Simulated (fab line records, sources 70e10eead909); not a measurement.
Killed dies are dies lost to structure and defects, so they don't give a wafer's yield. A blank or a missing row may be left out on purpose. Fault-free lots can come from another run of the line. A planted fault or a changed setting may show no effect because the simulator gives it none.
Chamber matching ; flow nandHarc ; NHARC_P_STI_DESCUM_14 on rieDiel-12: 4 sister chambers
The step chemistry O2, time 3 s. 18 wafers are shown with their chamber, then 9 later ones without.

## WAFERS PAIRED WITH THEIR CHAMBERS
wafer;chamber;showerheadPlenumPTorr (Torr);drypumpMotorCurrentA (A);rfVppV (V)
L074.1;3;1.91;6.5;58.9
L074.2;1;1.95;5.7;59.4
L074.4;2;1.85;5.3;58.4
L075.1;1;1.95;5.7;58.1
L075.3;3;1.91;6.5;58.8
L075.6;1;1.95;5.7;56.6
L078.1;1;1.95;5.7;58.6
L078.2;3;1.91;6.5;59.3
L078.6;2;1.85;5.2;56.3
L083.3;2;1.85;5.2;57.2
L083.4;0;1.91;5.4;58.1
L083.6;3;1.91;6.4;58.4
L083.1;3;1.91;6.4;58.7
L083.2;1;1.95;5.7;59.0
L083.5;2;1.85;5.2;57.4
L089.1;2;1.85;5.2;57.2
L089.2;1;1.95;5.7;58.3
L089.6;3;1.90;6.5;57.2

SIGNATURES, as means of the wafers listed above
reading;chamber 0;chamber 1;chamber 2;chamber 3;scatter within a chamber
showerheadPlenumPTorr;1.9100;1.9500;1.8500;1.9083;0.00244
drypumpMotorCurrentA;5.400;5.700;5.220;6.467;0.039
rfVppV;58.100;58.333;57.300;58.550;0.827
Rule: a wafer's distance from a chamber is the root of the sum, over the readings, of the square of ((its reading less the chamber's mean) divided by the reading's scatter). If the next closest chamber is less than 2 further off than the closest, the wafer can't be placed; otherwise it belongs to the closest. The scatter: take each reading less its chamber's mean, square it, sum over the shown wafers, divide by the number of wafers less the number of chambers, and take the root.

## WAFERS WITH NO CHAMBER GIVEN
wafer;showerheadPlenumPTorr (Torr);drypumpMotorCurrentA (A);rfVppV (V)
L092.2;1.91;5.4;56.7
L092.4;1.95;5.7;57.9
L092.6;1.90;6.5;55.4
L094.1;1.90;6.5;56.7
L094.4;1.85;5.2;56.8
L094.5;1.91;5.4;58.6
L096.2;1.91;5.4;56.7
L096.4;1.95;5.7;58.3
L096.6;1.91;5.4;57.0

## WHICH CHAMBER EACH WENT THROUGH
wafer;from the rows above;in truth
L092.2;0;0
L092.4;1;1
L092.6;3;3
L094.1;3;3
L094.4;2;2
L094.5;0;0
L096.2;0;0
L096.4;1;1
L096.6;0;0
Correct placement for 9 of the 9. Number that these rows cannot place: 0. Placed wrongly: 0.
